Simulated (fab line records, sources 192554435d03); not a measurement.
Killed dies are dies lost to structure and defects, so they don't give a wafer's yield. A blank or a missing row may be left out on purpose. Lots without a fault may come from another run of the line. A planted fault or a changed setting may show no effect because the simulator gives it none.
fab line records | flow n5_finfet
record lots=4 wafers=11 last_day=18
route steps=1938 shown GATE_CUT@511 MOL_CONTACT_COAG@517 BEOL_M4@1111 PASSIVATION@1936
lots that met no fault: from a run of the same line without faults
start_h: hours from the record's first day to the start of the lot's first wafer shown | wait_h: hours since the lot's step before | " the same as in the row above | L1.1+2: a row that stands for several wafers | - no value, or no start given | * or withheld: withheld | < > ~ a bound
route shown NAME@n: a module of which the file shows steps, and the number in the route of the first | usual: mean/standard deviation of fault-free wafers | same: alike in all rows | chamber/n: place in a boat | sites: the reading at each site | _std_site: their standard deviation | _edge_site: outer sites' mean less inner sites' | radius_mm: how far each site lies from the wafer's centre | mask NAME#n: copy n | behind: the tool/chamber that last shaped the wafer | hold: why the lot was held/for how many hours/how that ended | device: the transistor (n, p or np) that didn't switch | end of line: the same wafers' tests at the end of the route | a step without rows: its recipe alone | killed: dies lost to structure and defects at the first sort, not the wafer's yield | map: a wafer's dies, x killed, . not, _ none there
set.NAME: the setting as run; set.NAME@STEP: as run at that earlier step | model.NAME: the simulator's own value behind a step, which no gauge read
lots at some steps of the route; a table a step, a row a wafer
services: from which hour (start_h, from the record's first day; less than 0 if before it) a tool's chamber was out of use, for how many hours, and why
## steps
# step N5_GATE_CUT_CMP_23
# recipe stop_on=SiO2 t_overpolish_s=23.4 post_cmp_clean=alkaline_brush down_force_psi=2.5 platen_rpm=51.8 pad_velocity_m_s=1.0307 target_thk_nm=16
# step N5_GATE_CUT_CMP_43
# recipe material=SiO2 post_cmp_clean=rinse_only
# step N5_GATE_CUT_CMP_61
# recipe stop_on=SiNx t_overpolish_s=3 post_cmp_clean=alkaline_brush down_force_psi=4 platen_rpm=27.09 pad_velocity_m_s=0.539
# step N5_MOL_CONTACT_COAG_COAT_103
# recipe resist=SOC temp_c=250 time_s=60 spin_rpm=1500 resist_thk_nm=80
# step N5_MOL_CONTACT_COAG_COAT_104
# recipe resist=SiARC temp_c=220 time_s=60 spin_rpm=1500 resist_thk_nm=12
# step N5_MOL_CONTACT_COAG_COAT_58
# recipe resist=underlayer temp_c=205 time_s=60 spin_rpm=1500 resist_thk_nm=10
# step N5_MOL_CONTACT_COAG_COAT_02
# recipe resist=CAR-EUV spin_rpm=1500 resist_thk_nm=30
# step N5_MOL_CONTACT_COAG_EBR_04
# recipe solvent=PGMEA ebr_width_mm=1.5
# step N5_MOL_CONTACT_COAG_SOFTBAKE_03
# recipe temp_c=110 time_s=60 resist=CAR-EUV
# step N5_MOL_CONTACT_COAG_EXPOSE_05
# recipe mask_id=CA na=0.33 source_shape=annular sigma_inner=0.4 sigma_outer=0.8 polarization=unpolarized defocus_nm=0 dose_mj=38.25
# same sigma_inner=0.4
# columns lot.wafer tool chamber start_h wait_h mask model.MOL_CONTACT_COAG.overlay_x_nm
L820.1+4+6 euv_scanner-01 0 130.60 - CA#0 -0.2
L832.2+3+4 euv_scanner-01 0 204.47 - CA#0 11.2
L834.3+5+6 euv_scanner-01 0 212.11 - CA#0 11.6
L836.1+5 euv_scanner-02 0 226.95 - CA#0 -0.2
# step N5_MOL_CONTACT_COAG_PEB_06
# recipe peb_temp_c=100 peb_time_s=60 resist=CAR-EUV
# step N5_MOL_CONTACT_COAG_DEVELOP_07
# recipe develop_time_s=30 developer=TMAH resist=CAR-EUV rinse_liquid=surfactant_rinse dry=air_spin dev_temp_c=23
# step N5_MOL_CONTACT_COAG_OVL_MEAS_09
# recipe points_per_wafer=522
# usual CA_OVL=-0.2/0.64
# columns lot.wafer tool chamber start_h wait_h CA_OVL[nm]
L820.1 overlay-02 0 130.76 0.0 -0.6
L820.4 " 0 " " -0.7
L820.6 " 0 " " -0.3
L832.2 overlay-02 0 204.63 0.0 10.5
L832.3 " 0 " " 10.4
L832.4 " 0 " " 11.0
L834.3 overlay-02 0 212.27 0.0 11.4
L834.5 " 0 " " 11.3
L834.6 " 0 " " 11.1
L836.1 overlay-01 0 227.11 0.0 0.1
L836.5 " 0 " " 0.4
# step N5_MOL_CONTACT_COAG_DESCUM_13
# recipe chemistry=O2 time_s=7 source_power_w=50 bias_power_w=20 pressure_mtorr=20 rf_frequency_hz=2.712e+07 temp_c=40 resist=CAR-EUV o2_flow_sccm=225
# step N5_MOL_CONTACT_COAG_ETCH_59
# recipe chemistry=N2/H2 target=underlayer target_depth_a=130 mask_material=CAR-EUV time_s=10.4 ion_energy_ev=200 pressure_mtorr=30 source_w=840 bias_w=150 n2_flow_sccm=200 h2_flow_sccm=200 ends=cleared
# step N5_MOL_CONTACT_COAG_ETCH_105
# recipe chemistry=CF4 target=SiARC target_depth_a=156 mask_material=CAR-EUV time_s=26 ion_energy_ev=80 pressure_mtorr=40 source_w=545 bias_w=36 Ar_flow_sccm=100 cf4_flow_sccm=100 ends=cleared
# step N5_MOL_CONTACT_COAG_ETCH_106
# recipe chemistry=N2/H2 target=SOC target_depth_a=800 overetch_a=160 mask_material=SiARC temp_c=40 time_s=120 ion_energy_ev=200 pressure_mtorr=30 source_w=840 bias_w=150 n2_flow_sccm=200 h2_flow_sccm=200
# step N5_MOL_CONTACT_COAG_STRIP_107
# recipe chemistry=N2/H2 temp_c=40 n2_flow_sccm=200 h2_flow_sccm=200 rf_frequency_hz=6e+07
# step N5_MOL_CONTACT_COAG_STRIP_108
# recipe chemistry=N2/H2 temp_c=40 n2_flow_sccm=200 h2_flow_sccm=200 rf_frequency_hz=6e+07
# step N5_MOL_CONTACT_COAG_CONTACT_ETCH_14
# recipe chemistry=C4F6/O2 target=SiO2 target_depth_a=275 overetch_a=85 mask_material=SOC pressure_mtorr=30 source_w=370 bias_w=185 Ar_flow_sccm=300 C4F6_flow_sccm=16 O2_flow_sccm=10 time_s=20 ion_energy_ev=259.6
# step N5_MOL_CONTACT_COAG_STRIP_109
# recipe chemistry=C4F6/O2 resist=SiARC rf_frequency_hz=6e+07
# step N5_MOL_CONTACT_COAG_ETCH_15
# recipe chemistry=CH3F/O2 target=SiNx target_depth_a=70 mask_material=SOC stop_on=Si:P over_etch_frac=0.75 ion_energy_ev=120 pressure_mtorr=30 source_w=395 bias_w=73 Ar_flow_sccm=150 CH3F_flow_sccm=30 O2_flow_sccm=20
# step N5_MOL_CONTACT_COAG_ETCH_110
# recipe chemistry=CF4/O2 target=Si target_depth_a=25 time_s=8 pressure_mtorr=100 source_w=200 bias_w=12 ion_energy_ev=60 Ar_flow_sccm=100 cf4_flow_sccm=100 O2_flow_sccm=10
# step N5_MOL_CONTACT_COAG_STRIP_98
# recipe chemistry=N2/H2 power_w=500 temp_c=40 pressure_mtorr=50 rf_frequency_hz=6e+07 overash_fraction=0.3 bias_power_w=8 h2_frac=0.5 n2_flow_sccm=300 h2_flow_sccm=300
# step N5_MOL_CONTACT_COAG_IMPLANT_129
# recipe species=Ge energy_kev=3 dose_cm2=6e+14 tilt_deg=0 rotation_deg=0
# step N5_MOL_CONTACT_COAG_PRECLEAN_111
# recipe chemistry=NF3:NH3 afs_cycles=1 temp_c=30 time_s=20 sublimation_temp_c=180 sublimation_time_s=60 pressure_torr=3 rf_power_w=30
# step N5_MOL_CONTACT_COAG_TI_SIL_19
# recipe material=Ti target_thk_a=42 temp_c=200 chamber_pressure_pa=5 power_w=5000 time_s=15
# step N5_MOL_CONTACT_COAG_ALD_20
# recipe material=TiN target_thk_a=15 temp_c=400 ald_precursor_family=TiCl4 ald_co_reactant=NH3 pulse_time_s=1 purge_time_s=3 co_reactant_purge_time_s=2 co_reactant_pulse_time_s=2 ald_cycles=68 pressure_torr=3
# step N5_MOL_CONTACT_COAG_SIL_ANNEAL_21
# recipe temp_c=550 time_s=60 ambient=N2
# step N5_MOL_CONTACT_COAG_PRE_CLEAN_141
# recipe gas=H2/He time_s=60 temp_c=300
# step N5_MOL_CONTACT_COAG_SPUTTER_143
# recipe material=Co target_thk_a=25 temp_c=25 chamber_pressure_pa=0.2
# step N5_MOL_CONTACT_COAG_CO_FILL_22
# recipe material=Co target_thk_a=200 temp_c=200 precursor=CCTBA/H2 pressure_torr=30
# step N5_MOL_CONTACT_COAG_ANNEAL_113
# recipe temp_c=400 time_s=300 ambient=H2/N2
# step N5_MOL_CONTACT_COAG_PRE_CLEAN_142
# recipe gas=H2/He time_s=60 temp_c=300
# step N5_MOL_CONTACT_COAG_SPUTTER_130
# recipe material=Co target_thk_a=475 temp_c=25 chamber_pressure_pa=0.5 power_w=3000
# step N5_MOL_CONTACT_COAG_PRECLEAN_125
# recipe chemistry=DIW time_s=57.5 temp_c=23
# step N5_BEOL_M4_RC_MEAS_101
# usual DIBL_N=36.1/2 DIBL_P=36.3/2.5 IOFF_N=0.16/0.037 IOFF_P=0.21/0.039 ION_N=678/15 ION_P=465/8.7 SS_N=71.4/0.7 SS_P=73.3/0.74 VT_N=249/3.6 VT_P=-250.0/2.9
# columns lot.wafer tool chamber start_h wait_h DIBL_N[mV/V] DIBL_P[mV/V] IOFF_N[nA/um] IOFF_P[nA/um] ION_N[uA/um] ION_P[uA/um] SS_N[mV/dec] SS_P[mV/dec] VT_N[mV] VT_P[mV]
L820.1 prober-02 0 199.62 0.0 37.1 37.3 0.16 0.24 682 471 71.7 73.8 250 -248.0
L820.4 " 0 " " 38.9 40.3 0.18 0.29 664 462 72.1 74.2 249 -248.7
L820.6 " 0 " " 34.2 32.8 0.11 0.17 653 449 70.5 72.2 255 -251.8
L834.3 prober-02 0 306.37 0.3 36.0 37.7 0.16 0.20 679 466 70.6 73.9 249 -249.1
L834.5 " 0 " " 36.4 38.1 0.18 0.21 700 469 70.8 73.5 247 -251.2
L834.6 " 0 " " 36.1 37.0 0.16 0.17 672 453 71.0 73.5 251 -254.4
L832.2 prober-02 0 308.42 0.2 38.1 40.0 0.22 0.27 688 472 72.0 74.1 242 -249.1
L832.3 " 0 " " 34.3 35.7 0.13 0.20 681 470 70.7 73.4 254 -250.4
L832.4 " 0 " " 34.2 35.2 0.14 0.20 667 456 70.6 72.8 250 -253.2
L836.1 prober-02 0 313.10 0.0 34.4 35.3 0.13 0.20 663 456 70.3 73.5 250 -248.7
L836.5 " 0 " " 32.6 32.2 0.11 0.16 674 474 70.5 72.4 252 -252.8
# step N5_PASSIVATION_PROBE_49
# usual defect_limited_yield=91.1/1.3 killed_at_M0_to_M3=32/9.7 killed_at_M4_up=16/6 killed_at_contacts=12/5.9 killed_at_front_end=41/11 killed_at_other=4/3.1 killed_dies=104/16 killed_on_rim=14/4 killed_open=68/12 killed_short=34/7.4 sort_bin_5_function=5.1/0.85 sort_bin_6_memory=3.3/0.66 sort_n_pass=1075/16 sort_yield_pct=91.1/1.4
# same gross_dies=1180 killed_at_back_side=0 sort_bin_4_leakage[%]=0 sort_bin_8_speed[%]=0
# columns lot.wafer tool chamber start_h wait_h defect_limited_yield[%] killed_at_M0_to_M3 killed_at_M4_up killed_at_contacts killed_at_front_end killed_at_other killed_dies killed_on_rim killed_open killed_short sort_bin_5_function[%] sort_bin_6_memory[%] sort_n_pass sort_yield_pct[%]
L834.3 prober-02 - 418.30 0.1 0 37 10 1081 50 2 1180 152 59 36 50.2 3.3 0 0
L834.5 prober-02 - 418.40 0.2 0 21 18 1106 31 4 1180 152 49 25 50.5 2.6 0 0
L834.6 prober-02 - 418.45 0.3 0 35 23 1073 45 4 1180 152 70 35 52.8 4.0 0 0
L832.2 prober-01 - 425.34 0.1 0 24 9 1061 84 2 1180 152 89 35 49.5 4.8 0 0
L832.3 prober-01 - 425.39 0.1 0 30 12 1083 50 5 1180 152 72 41 52.4 3.5 0 0
L832.4 prober-01 - 425.44 0.2 0 32 28 1053 64 3 1180 152 94 34 51.4 4.0 0 0
# killed by level:class
L834.3 MOL_CONTACT_COAG:overlay=1074 HKMG_FIN:area_etch=10 FIN_SAQP:geometric_particle:short=8 STI_FIN_REVEAL:geometric_particle:open=8 FIN_SAQP:geometric_particle:open=7 BEOL_M1:geometric_particle:open=7 BEOL_M2:geometric_particle:open=7 BEOL_M1:geometric_particle:short=6
L834.5 MOL_CONTACT_COAG:overlay=1103 FIN_SAQP:geometric_particle:short=7 STI_FIN_REVEAL:geometric_particle:open=5 BEOL_M3:geometric_particle:open=5 BEOL_M5:geometric_particle:open=5 BEOL_M2:geometric_particle:open=4 BEOL_M4:geometric_particle:open=4 BEOL_M8:geometric_particle:open=4
L834.6 MOL_CONTACT_COAG:overlay=1066 FIN_SAQP:geometric_particle:short=12 BEOL_M2:geometric_particle:open=12 FIN_SAQP:geometric_particle:open=8 BEOL_M3:geometric_particle:open=8 BEOL_M4:geometric_particle:open=8 BEOL_M1:geometric_particle:open=7 STI_FIN_REVEAL:geometric_particle:open=7
L832.2 MOL_CONTACT_COAG:overlay=1045 FIN_SAQP:geometric_particle:open=22 STI_FIN_REVEAL:geometric_particle:open=17 MOL_CONTACT_COAG:geometric_particle:open=11 HKMG_FIN:area_etch=9 BEOL_M0_SAQP:geometric_particle:short=7 FIN_SAQP:geometric_particle:short=6 BEOL_M0_SAQP:geometric_particle:open=6
L832.3 MOL_CONTACT_COAG:overlay=1066 MOL_CONTACT_COAG:geometric_particle:open=16 FIN_SAQP:geometric_particle:short=15 BEOL_M0_SAQP:geometric_particle:short=12 FIN_SAQP:geometric_particle:open=9 DUMMY_GATE:geometric_particle:open=7 BEOL_M4:geometric_particle:open=6 STI_FIN_REVEAL:geometric_particle:open=5
L832.4 MOL_CONTACT_COAG:overlay=1048 BEOL_M4:geometric_particle:open=18 FIN_SAQP:geometric_particle:open=16 DUMMY_GATE:geometric_particle:open=13 BEOL_M0_SAQP:geometric_particle:open=13 STI_FIN_REVEAL:geometric_particle:open=12 FIN_SAQP:geometric_particle:short=9 BEOL_M0_SAQP:geometric_particle:short=7
# map L832.2 (x killed, . not)
_________________xxxxxxxxxxxx________________
______________xxxxxxxxxxxxxxxxxx_____________
___________xxxxxxxxxxxxxxxxxxxxxxxx__________
__________xxxxxxxxxxxxxxxxxxxxxxxxxx_________
________xxxxxxxxxxxxxxxxxxxxxxxxxxxxxx_______
_______xxxxxxxxxxxxxxxxxxxxxxxxxxxxxxxx______
______xxxxxxxxxxxxxxxxxxxxxxxxxxxxxxxxxx_____
_____xxxxxxxxxxxxxxxxxxxxxxxxxxxxxxxxxxxx____
____xxxxxxxxxxxxxxxxxxxxxxxxxxxxxxxxxxxxxx___
___xxxxxxxxxxxxxxxxxxxxxxxxxxxxxxxxxxxxxxxx__
___xxxxxxxxxxxxxxxxxxxxxxxxxxxxxxxxxxxxxxxx__
__xxxxxxxxxxxxxxxxxxxxxxxxxxxxxxxxxxxxxxxxxx_
__xxxxxxxxxxxxxxxxxxxxxxxxxxxxxxxxxxxxxxxxxx_
_xxxxxxxxxxxxxxxxxxxxxxxxxxxxxxxxxxxxxxxxxxxx
_xxxxxxxxxxxxxxxxxxxxxxxxxxxxxxxxxxxxxxxxxxxx
_xxxxxxxxxxxxxxxxxxxxxxxxxxxxxxxxxxxxxxxxxxxx
_xxxxxxxxxxxxxxxxxxxxxxxxxxxxxxxxxxxxxxxxxxxx
_xxxxxxxxxxxxxxxxxxxxxxxxxxxxxxxxxxxxxxxxxxxx
_xxxxxxxxxxxxxxxxxxxxxxxxxxxxxxxxxxxxxxxxxxxx
_xxxxxxxxxxxxxxxxxxxxxxxxxxxxxxxxxxxxxxxxxxxx
_xxxxxxxxxxxxxxxxxxxxxxxxxxxxxxxxxxxxxxxxxxxx
__xxxxxxxxxxxxxxxxxxxxxxxxxxxxxxxxxxxxxxxxxx_
__xxxxxxxxxxxxxxxxxxxxxxxxxxxxxxxxxxxxxxxxxx_
___xxxxxxxxxxxxxxxxxxxxxxxxxxxxxxxxxxxxxxxx__
___xxxxxxxxxxxxxxxxxxxxxxxxxxxxxxxxxxxxxxxx__
____xxxxxxxxxxxxxxxxxxxxxxxxxxxxxxxxxxxxxx___
_____xxxxxxxxxxxxxxxxxxxxxxxxxxxxxxxxxxxx____
______xxxxxxxxxxxxxxxxxxxxxxxxxxxxxxxxxx_____
_______xxxxxxxxxxxxxxxxxxxxxxxxxxxxxxxx______
________xxxxxxxxxxxxxxxxxxxxxxxxxxxxxx_______
__________xxxxxxxxxxxxxxxxxxxxxxxxxx_________
___________xxxxxxxxxxxxxxxxxxxxxxxx__________
______________xxxxxxxxxxxxxxxxxx_____________
_________________xxxxxxxxxxxx________________
# map L834.3 (x killed, . not)
_________________xxxxxxxxxxxx________________
______________xxxxxxxxxxxxxxxxxx_____________
___________xxxxxxxxxxxxxxxxxxxxxxxx__________
__________xxxxxxxxxxxxxxxxxxxxxxxxxx_________
________xxxxxxxxxxxxxxxxxxxxxxxxxxxxxx_______
_______xxxxxxxxxxxxxxxxxxxxxxxxxxxxxxxx______
______xxxxxxxxxxxxxxxxxxxxxxxxxxxxxxxxxx_____
_____xxxxxxxxxxxxxxxxxxxxxxxxxxxxxxxxxxxx____
____xxxxxxxxxxxxxxxxxxxxxxxxxxxxxxxxxxxxxx___
___xxxxxxxxxxxxxxxxxxxxxxxxxxxxxxxxxxxxxxxx__
___xxxxxxxxxxxxxxxxxxxxxxxxxxxxxxxxxxxxxxxx__
__xxxxxxxxxxxxxxxxxxxxxxxxxxxxxxxxxxxxxxxxxx_
__xxxxxxxxxxxxxxxxxxxxxxxxxxxxxxxxxxxxxxxxxx_
_xxxxxxxxxxxxxxxxxxxxxxxxxxxxxxxxxxxxxxxxxxxx
_xxxxxxxxxxxxxxxxxxxxxxxxxxxxxxxxxxxxxxxxxxxx
_xxxxxxxxxxxxxxxxxxxxxxxxxxxxxxxxxxxxxxxxxxxx
_xxxxxxxxxxxxxxxxxxxxxxxxxxxxxxxxxxxxxxxxxxxx
_xxxxxxxxxxxxxxxxxxxxxxxxxxxxxxxxxxxxxxxxxxxx
_xxxxxxxxxxxxxxxxxxxxxxxxxxxxxxxxxxxxxxxxxxxx
_xxxxxxxxxxxxxxxxxxxxxxxxxxxxxxxxxxxxxxxxxxxx
_xxxxxxxxxxxxxxxxxxxxxxxxxxxxxxxxxxxxxxxxxxxx
__xxxxxxxxxxxxxxxxxxxxxxxxxxxxxxxxxxxxxxxxxx_
__xxxxxxxxxxxxxxxxxxxxxxxxxxxxxxxxxxxxxxxxxx_
___xxxxxxxxxxxxxxxxxxxxxxxxxxxxxxxxxxxxxxxx__
___xxxxxxxxxxxxxxxxxxxxxxxxxxxxxxxxxxxxxxxx__
____xxxxxxxxxxxxxxxxxxxxxxxxxxxxxxxxxxxxxx___
_____xxxxxxxxxxxxxxxxxxxxxxxxxxxxxxxxxxxx____
______xxxxxxxxxxxxxxxxxxxxxxxxxxxxxxxxxx_____
_______xxxxxxxxxxxxxxxxxxxxxxxxxxxxxxxx______
________xxxxxxxxxxxxxxxxxxxxxxxxxxxxxx_______
__________xxxxxxxxxxxxxxxxxxxxxxxxxx_________
___________xxxxxxxxxxxxxxxxxxxxxxxx__________
______________xxxxxxxxxxxxxxxxxx_____________
_________________xxxxxxxxxxxx________________
## services
# columns tool chamber start_h hours kind
euv_scanner-01 - 109.89 1.0 pm
euv_scanner-02 - 115.83 1.0 pm
euv_scanner-01 0 132.39 - calibration
euv_scanner-02 0 132.98 - calibration
euv_scanner-01 - 151.86 1.0 pm
euv_scanner-02 - 171.98 1.0 pm
euv_scanner-02 - 187.31 4.6 pm
euv_scanner-01 - 206.23 0.2 repair
euv_scanner-01 - 208.01 1.0 pm
euv_scanner-02 - 211.73 12.0 pm
euv_scanner-01 - 223.73 4.6 pm
## key
first_sign step=N5_MOL_CONTACT_COAG_OVL_MEAS_09 reading=CA_OVL direction=up sigmas=17 usual=-0.2 struck=10.9
effect step=N5_PASSIVATION_PROBE_49 reading=killed_at_contacts direction=up sigmas=99+ usual=12 struck=1076
model_effect step=N5_MOL_CONTACT_COAG_EXPOSE_05 value=MOL_CONTACT_COAG.overlay_x_nm without=0.2 struck=11.4
more_kills_born_at N5_MOL_CONTACT_COAG_EXPOSE_05@euv_scanner-01=6402
met_at N5_MOL_CONTACT_COAG_EXPOSE_05
struck_wafers L832.2,L832.3,L832.4,L834.3,L834.5,L834.6
baseline_loss step=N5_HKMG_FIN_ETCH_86 wafers=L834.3
onset_between 130.60 204.47
fault kind=scanner_matching_overlay tool=euv_scanner-01 chamber=- onset_h=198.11 steps=N5_MOL_CONTACT_COAG_EXPOSE_05 offset=11.205
# baseline_loss: these wafers lose ten dies or more at that step, a loss of the line's own and not of a fault; the sort's usual values leave them out
